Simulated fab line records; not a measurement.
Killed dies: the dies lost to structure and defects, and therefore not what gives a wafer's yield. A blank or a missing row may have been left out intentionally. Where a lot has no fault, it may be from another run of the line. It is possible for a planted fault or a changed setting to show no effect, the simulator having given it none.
Which tool did it? ; flow nandHarc ; 11 lots with 33 wafers sampled at 5 steps, on a route of 1159 steps

## WHAT THE GAUGES READ, wafer by wafer
NHARC_END_SORT_01. Usual: defectLimitedYield 95.4 %, standard deviation 1.4; killedAtArray 27, standard deviation 10; killedAtOther 0.6, standard deviation 1; killedAtPeriphery 3.4, standard deviation 2.7; killedDies 31, standard deviation 9.7; killedOpen 3.4, standard deviation 1.7; killedShort 2.2, standard deviation 1.5; sort_bin_2_pct 1.4 %, standard deviation 0.57; sort_bin_3_pct 0.25 %, standard deviation 0.23; sort_bin_4_pct 3.0 %, standard deviation 0.94; sortNPass 646, standard deviation 9.7; sortRimYieldPct 95.3 %, standard deviation 3; sortYieldPct 95.4 %, standard deviation 1.4.
lot;measured;on;defectLimitedYield (%);killedAtArray;killedAtOther;killedAtPeriphery;killedDies;killedOpen;killedShort;sort_bin_2_pct (%);sort_bin_3_pct (%);sort_bin_4_pct (%);sortNPass;sortRimYieldPct (%);sortYieldPct (%);flag
L495;day 18 20:31;prober-01;95.0 94.4 94.8;30 33 33;1 4 1;3 1 1;34 38 35;5 2 3;1 2 0;1.0 2.1 2.5;0.15 0.15 0.30;3.8 3.4 2.4;643 639 642;93.4 96.2 90.6;95.0 94.4 94.8;
L496;day 19 18:23;prober-01;95.3 95.1 95.1;29 29 28;1 0 0;2 4 5;32 33 33;3 1 4;4 6 2;1.8 1.5 1.5;0.44 0.74 0.44;2.5 2.7 3.0;645 644 644;95.3 98.1 90.6;95.3 95.1 95.1;
L497;day 20 03:45;prober-01;96.0 95.7 96.6;16 20 17;1 3 1;10 6 5;27 29 23;4 4 2;3 3 4;1.2 0.9 0.7;0.15 0.15 0.44;2.7 3.2 2.2;650 648 654;95.3 97.2 98.1;96.0 95.7 96.6;
L499;day 20 09:55;prober-01;95.3 95.4 96.0;28 27 25;0 1 0;4 3 2;32 31 27;3 2 2;4 1 3;1.6 1.2 1.3;0.30 0 0.15;2.8 3.4 2.5;645 646 650;93.4 94.3 94.3;95.3 95.4 96.0;
L500;day 20 10:55;prober-02;95.4 94.7 95.0;22 27 31;0 0 0;9 9 3;31 36 34;4 4 3;3 0 2;0.6 1.6 1.2;0 0.30 0.44;4.0 3.4 3.4;646 641 643;97.2 90.6 95.3;95.4 94.7 95.0;
L501;day 20 18:31;prober-01;94.1 94.7 94.4;39 31 34;0 0 1;1 5 3;40 36 38;2 5 3;4 1 4;1.0 1.8 1.5;0.74 0.15 0.15;4.1 3.4 4.0;637 641 639;96.2 97.2 91.5;94.1 94.7 94.4;
L504;day 21 14:04;prober-02;25.1 23.8 27.9;504 512 487;1 1 0;2 3 1;507 516 488;3 1 3;0 2 1;31.2 31.9 31.3;7.98 7.53 5.61;35.7 36.8 35.2;170 161 189;23.6 28.3 27.4;25.1 23.8 27.9;OFF
L508;day 21 22:49;prober-02;23.8 25.1 25.7;516 507 501;0 0 0;0 0 2;516 507 503;0 1 1;0 2 3;35.0 27.9 33.4;5.61 7.68 6.79;35.6 39.3 34.1;161 170 174;20.8 34.0 28.3;23.8 25.1 25.7;OFF
L511;day 23 14:16;prober-02;95.4 95.7 95.0;30 25 32;0 2 1;1 2 1;31 29 34;2 2 6;2 2 2;1.2 1.2 1.0;0.44 0.59 0.15;3.0 2.5 3.8;646 648 643;95.3 97.2 93.4;95.4 95.7 95.0;
L512;day 24 20:17;prober-01;92.0 93.9 92.0;52 39 52;0 1 0;2 1 2;54 41 54;5 1 2;6 3 4;2.2 2.1 2.5;0.30 0.59 0.44;5.5 3.4 5.0;623 636 623;91.5 93.4 95.3;92.0 93.9 92.0;
L516;day 25 02:26;prober-01;96.8 95.9 96.9;16 22 16;0 0 1;6 6 4;22 28 21;3 6 2;3 2 1;1.2 1.0 1.0;0 0.15 0;2.1 3.0 2.1;655 649 656;95.3 93.4 97.2;96.8 95.9 96.9;

## EACH LOT AND THE TOOL THAT RAN IT (in order: tool; ch and the chambers of the sampled wafers; start)
lot;NHARC_A_BONDPAD_CMP_29;NHARC_THIN_TSV_DESCUM_35;NHARC_THIN_TSV_ETCH_59;NHARC_THIN_TSV_STRIP_56
L495;cmp-02 ch 0,1,3, day 17 09:29;rieDiel-02 ch 0,2,3, day 18 10:47;rieMetal-02 ch 0,1, day 18 10:55;plasmaAsher-02 ch 0,1, day 18 11:29
L496;cmp-01 ch 1,2,3, day 18 05:13;rieDiel-04 ch 1,2,3, day 19 08:32;rieMetal-01 ch 0,1, day 19 08:40;plasmaAsher-01 ch 0,1, day 19 09:02
L497;cmp-01 ch 0,1, day 18 06:56;rieDiel-04 ch 2,3, day 19 10:02;rieMetal-02 ch 0,1, day 19 10:13;plasmaAsher-02 ch 0,1, day 19 10:40
L499;cmp-02 ch 1,3, day 18 13:25;rieDiel-07 ch 0,1,2, day 19 13:31;rieMetal-02 ch 0,1, day 19 13:40;plasmaAsher-01 ch 0,1, day 19 14:03
L500;cmp-01 ch 0,2,3, day 18 17:48;rieDiel-04 ch 0,2,3, day 19 14:47;rieMetal-03 ch 0,1, day 19 14:56;plasmaAsher-02 ch 0,1, day 19 15:25
L501;cmp-01 ch 0,1,3, day 18 22:49;rieDiel-02 ch 0,1,3, day 19 22:42;rieMetal-02 ch 1, day 19 22:54;plasmaAsher-02 ch 0,1, day 19 23:36
L504;cmp-01 ch 1,2,3, day 20 07:13;rieDiel-07 ch 0,1,3, day 21 06:30;rieMetal-02 ch 0,1, day 21 06:38;plasmaAsher-01 ch 0,1, day 21 06:59
L508;cmp-01 ch 0,2,3, day 20 13:41;rieDiel-07 ch 0,1,3, day 21 14:01;rieMetal-01 ch 0,1, day 21 14:10;plasmaAsher-02 ch 0,1, day 21 14:31
L511;cmp-04 ch 0,3, day 22 05:05;rieDiel-02 ch 0,1,3, day 23 03:41;rieMetal-01 ch 0,1, day 23 03:51;plasmaAsher-01 ch 0,1, day 23 04:14
L512;cmp-04 ch 0,2, day 23 08:14;rieDiel-02 ch 1,2, day 24 08:06;rieMetal-01 ch 0,1, day 24 08:18;plasmaAsher-02 ch 0,1, day 24 08:41
L516;cmp-02 ch 0,2, day 23 14:41;rieDiel-04 ch 1,3, day 24 12:38;rieMetal-02 ch 0,1, day 24 12:49;plasmaAsher-01 ch 0,1, day 24 13:08
- NHARC_A_BONDPAD_CMP_29: polishes SiCN, target thk 200 nm.
- NHARC_THIN_TSV_DESCUM_35: chemistry O2, time 3 s.
- NHARC_THIN_TSV_ETCH_59: etches the open film in Cl2/BCl3, target depth 880 nm, time 138.1 s.
- NHARC_THIN_TSV_STRIP_56: strips in O2.

## AS READ BY THE TOOLS THEMSELVES (means over the sampled wafers that have a number; for cases with no such wafer, the mark the record gives instead)
NHARC_A_BONDPAD_CMP_29. Usual: motorCurrentA at 12.7 A, with a standard deviation of 1.1.
lot;tool;motorCurrentA (A);flag
L495;cmp-02;11.8;
L496;cmp-01;13.0;
L497;cmp-01;12.8;
L499;cmp-02;12.0;
L500;cmp-01;12.4;
L501;cmp-01;13.1;
L504;cmp-01;13.1;
L508;cmp-01;12.6;
L511;cmp-04;12.2;
L512;cmp-04;12.0;
L516;cmp-02;12.7;

NHARC_THIN_TSV_DESCUM_35. Usual: drypumpMotorCurrentA 5.6 A, standard deviation 0.52; oesProductAu 0.998 a.u., standard deviation 0.0071; rfVppV 57.8 V, standard deviation 0.93; showerheadPlenumPTorr 1.91 Torr, standard deviation 0.089; throttleValvePct 11.311 %, standard deviation 0.0088.
lot;tool;drypumpMotorCurrentA (A);oesProductAu (a.u.);rfVppV (V);showerheadPlenumPTorr (Torr);throttleValvePct (%);flag
L495;rieDiel-02;5.7;1.006;57.9;1.94;11.312;
L496;rieDiel-04;5.7;0.998;57.8;1.89;11.314;
L497;rieDiel-04;6.0;0.993;57.5;1.84;11.304;
L499;rieDiel-07;5.5;1.012;58.1;1.90;11.312;
L500;rieDiel-04;5.7;0.995;56.6;1.89;11.313;
L501;rieDiel-02;5.9;0.994;58.1;1.93;11.300;
L504;rieDiel-07;5.2;0.998;57.9;1.91;11.310;
L508;rieDiel-07;5.2;0.999;58.7;1.91;11.313;
L511;rieDiel-02;5.9;1.006;57.9;1.93;11.319;
L512;rieDiel-02;6.0;1.002;57.5;1.94;11.318;
L516;rieDiel-04;5.3;1.000;57.3;1.87;11.306;

NHARC_THIN_TSV_ETCH_59. Usual: drypumpMotorCurrentA 5.7 A, standard deviation 0.32; oesProductAu 0.998 a.u., standard deviation 0.0078; rfFwdPowerW 895.6 W, standard deviation 3; throttleValvePct 22.264 %, standard deviation 0.0093.
lot;tool;drypumpMotorCurrentA (A);oesProductAu (a.u.);rfFwdPowerW (W);throttleValvePct (%);flag
L495;rieMetal-02;6.0;0.992;894.6;22.265;
L496;rieMetal-01;5.1;1.007;894.5;22.255;
L497;rieMetal-02;5.9;0.991;894.2;22.268;
L499;rieMetal-02;6.0;0.995;899.0;22.265;
L500;rieMetal-03;5.7;1.003;895.5;22.274;
L501;rieMetal-02;5.9;1.004;893.9;22.255;
L504;rieMetal-02;5.9;0.998;895.6;22.254;
L508;rieMetal-01;5.4;1.001;897.1;22.269;
L511;rieMetal-01;5.4;0.993;895.8;22.264;
L512;rieMetal-01;5.4;0.996;892.0;22.267;
L516;rieMetal-02;5.9;0.999;897.8;22.260;

NHARC_THIN_TSV_STRIP_56. Usual: drypumpMotorCurrentA 5.58 A, standard deviation 0.15; heaterPowerW 308 W, standard deviation 30; tempC 250.05 C, standard deviation 0.17.
lot;tool;drypumpMotorCurrentA (A);heaterPowerW (W);tempC (C);flag
L495;plasmaAsher-02;5.49;295;250.06;
L496;plasmaAsher-01;5.75;328;250.11;
L497;plasmaAsher-02;5.49;292;250.08;
L499;plasmaAsher-01;5.68;347;250.09;
L500;plasmaAsher-02;5.51;294;249.99;
L501;plasmaAsher-02;5.51;290;250.04;
L504;plasmaAsher-01;5.66;337;249.97;
L508;plasmaAsher-02;5.50;293;249.79;
L511;plasmaAsher-01;5.77;313;250.02;
L512;plasmaAsher-02;5.47;294;249.99;
L516;plasmaAsher-01;5.74;313;250.00;

## THE ANSWER, worked out from the rows above alone
Rule: take the mean of a lot's wafers that have a number; if it is more than 3 standard deviations from the usual mean, the lot is off. Also off: a lot with no number at a reading for which 4 or more lots have one. Where the step has rows for the other lots, those lots are counted as sound. First the gauges in route order, then the tools' own readings, where a lot's mean is used as printed above. At the first step where some lot is off, the reading lying furthest off is the one used; lots without a number count as furthest.
Off: L504, L508, at NHARC_END_SORT_01 (sort_bin_2_pct).
A tool fits if, at a process step before that reading, it ran every lot that is off, and no sound lot after the first of them. The gauges at NHARC_END_SORT_01 are tried like those tools. 2 tools fit, cmp-01 at NHARC_A_BONDPAD_CMP_29 and rieDiel-07 at NHARC_THIN_TSV_DESCUM_35, so this cannot tell which one it is.

## WHAT THE SIMULATOR PUT IN
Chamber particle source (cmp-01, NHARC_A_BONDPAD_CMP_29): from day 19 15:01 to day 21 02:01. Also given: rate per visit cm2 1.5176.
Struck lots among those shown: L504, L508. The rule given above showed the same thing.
